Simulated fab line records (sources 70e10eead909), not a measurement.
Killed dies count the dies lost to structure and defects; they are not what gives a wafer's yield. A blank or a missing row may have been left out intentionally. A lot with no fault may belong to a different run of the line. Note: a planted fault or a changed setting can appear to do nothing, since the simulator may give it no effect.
Comparing a struck lot with a sound one ; flow nand harc ; 21 out of 1302 route steps
Sound: wafers L609.2, L609.3, L609.6. The struck wafers were L615.1, L615.4, L615.6. The cause is given at the end.
At each step with rows: each side's tool, then ch and its chambers, then its first start. Under that, the readings that differ: sound wafers ; struck wafers ; difference of the means ; sigmas: that difference in standard deviations of wafers without a fault.
alike: words and numbers the same on both sides, and readings whose means are apart by under 2 such deviations; not compared: readings that were withheld, readings missing a value for some wafer, numbers with overlapping values and no deviation given by the record, and bounds like >300 which may hide the same value.
Wherever a step has rows on one side only, a row that says differs or no value, or a row with sigmas, the two part there. Numbers that have no deviation but don't overlap get no sigmas and don't part them. Lack of a reading on every wafer of one side parts them only where that side has two or more wafers.

first, 2 steps without rows for these wafers: NHARC_A_SGD_CUT_ETCH_26 (etches SiO2 in dHF, target depth 45.8 nm); NHARC_A_SGD_CUT_ETCHBACK_24 (etches the open film in CH3F/O2, target depth 50 nm, time 92.857 s).
NHARC_A_SGD_CUT_STRIP_28: strips in O2, time 20 s.
  sound: rie diel-07 ch 1,2,3; struck: rie diel-07 ch 1,2,3
  alike: chamber pressure mTorr, drypump motor current A, oes product au, rf vpp V, showerhead plenum p Torr, throttle valve pct
  not compared: rf hours counter h
NHARC_A_SGD_CUT_INSPECT_25:
  sound on defect inspect-01, day 22 01:43; struck on defect inspect-02, day 25 10:17
reading;sound;struck;difference;sigmas
raw defect count;603 868 534;348 358 345;-318;-3
NHARC_A_SLIT_DEP_25: deposits SiO2, target thk 200 nm.
  sound on pecvd-04 ch 0,2, day 22 01:47; struck on pecvd-02 ch 0,1,2, day 25 10:25
  alike: heater power w, throttle valve pct
NHARC_A_SLIT_DEP_00: deposits aC, target thk 6200 nm.
  sound on acl dep-01 ch 0, day 22 04:29; struck on acl dep-03 ch 0, day 25 10:41
  alike: throttle valve pct
NHARC_A_SLIT_DEP_23: deposits SiON, target thk 100 nm.
  sound on pecvd-04 ch 0,1, day 22 07:34; struck on pecvd-01 ch 0,2, day 25 14:28
  alike: heater power w
then, 5 steps without rows for these wafers: NHARC_A_SLIT_DEHYDRATE_01 (time 120 s); NHARC_A_SLIT_HMDS_02 (time 30 s); NHARC_A_SLIT_COAT_03 (resist thk 90 nm); NHARC_A_SLIT_SOFTBAKE_04 (time 55 s); NHARC_A_SLIT_EBR_05.
NHARC_A_SLIT_EXPOSE_06: exposes mask SLIT.
  sound on arfi scanner-03 ch 0, day 22 08:07; struck on arfi scanner-02 ch 0, day 25 14:59
reading;sound;struck;difference;sigmas
exposure dose mJ cm2;60.78 60.71 60.78;59.41 59.43 59.43;-1.33;-26
  alike: mask
then, 2 steps without rows for these wafers: NHARC_A_SLIT_PEB_07 (peb time 65 s); NHARC_A_SLIT_DEVELOP_08 (develop time 35 s).
NHARC_A_SLIT_CD_MEAS_09: the cd target is 300 nm.
  sound on cd sem-02 ch 0, day 22 08:15; struck on cd sem-01 ch 0, day 25 15:08
  alike: cd nm
NHARC_A_SLIT_OVL_MEAS_10:
  sound on overlay-01, day 22 08:20; struck on overlay-01, day 25 15:13
  alike: overlay x nm, overlay y nm
NHARC_A_SLIT_INSPECT_11:
  sound on defect inspect-01, day 22 08:22; struck on defect inspect-01, day 25 15:15
  alike: raw defect count
NHARC_A_SLIT_DESCUM_14: chemistry O2, time 3 s.
  sound on rie diel-10 ch 2,3, day 22 08:26; struck on rie diel-06 ch 0,2, day 25 15:19
  alike: chamber pressure mTorr, drypump motor current A, oes product au, rf vpp V, showerhead plenum p Torr, throttle valve pct
  not compared: rf hours counter h
NHARC_A_SLIT_ETCH_24: etches the open film in CF4/CHF3, target depth 121 nm, time 60.5 s.
  sound on rie diel-10 ch 0,3, day 22 08:31; struck on rie diel-06 ch 1,2, day 25 15:24
reading;sound;struck;difference;sigmas
model.A_SLIT.cd offset nm (nm);-1.304 -0.6191 -1.33;-2.504 -2.563 -1.997;-1.270;
  alike: chamber pressure mTorr, drypump motor current A, oes product au, rf vpp V, showerhead plenum p Torr, throttle valve pct
  not compared: rf hours counter h
then, 1 step without rows for these wafers: NHARC_A_SLIT_ETCH_15 (etches the open film in O2/COS, target depth 6200 nm, time 1612 s).

## WHERE THEY PART
Last at NHARC_A_SLIT_EXPOSE_06 as far as this record goes, first at NHARC_A_SGD_CUT_INSPECT_25. Later steps at which nothing parts them and some readings are alike: NHARC_A_SLIT_CD_MEAS_09, NHARC_A_SLIT_OVL_MEAS_10, NHARC_A_SLIT_INSPECT_11, NHARC_A_SLIT_DESCUM_14, NHARC_A_SLIT_ETCH_24.

WHY: the cause the simulator had injected
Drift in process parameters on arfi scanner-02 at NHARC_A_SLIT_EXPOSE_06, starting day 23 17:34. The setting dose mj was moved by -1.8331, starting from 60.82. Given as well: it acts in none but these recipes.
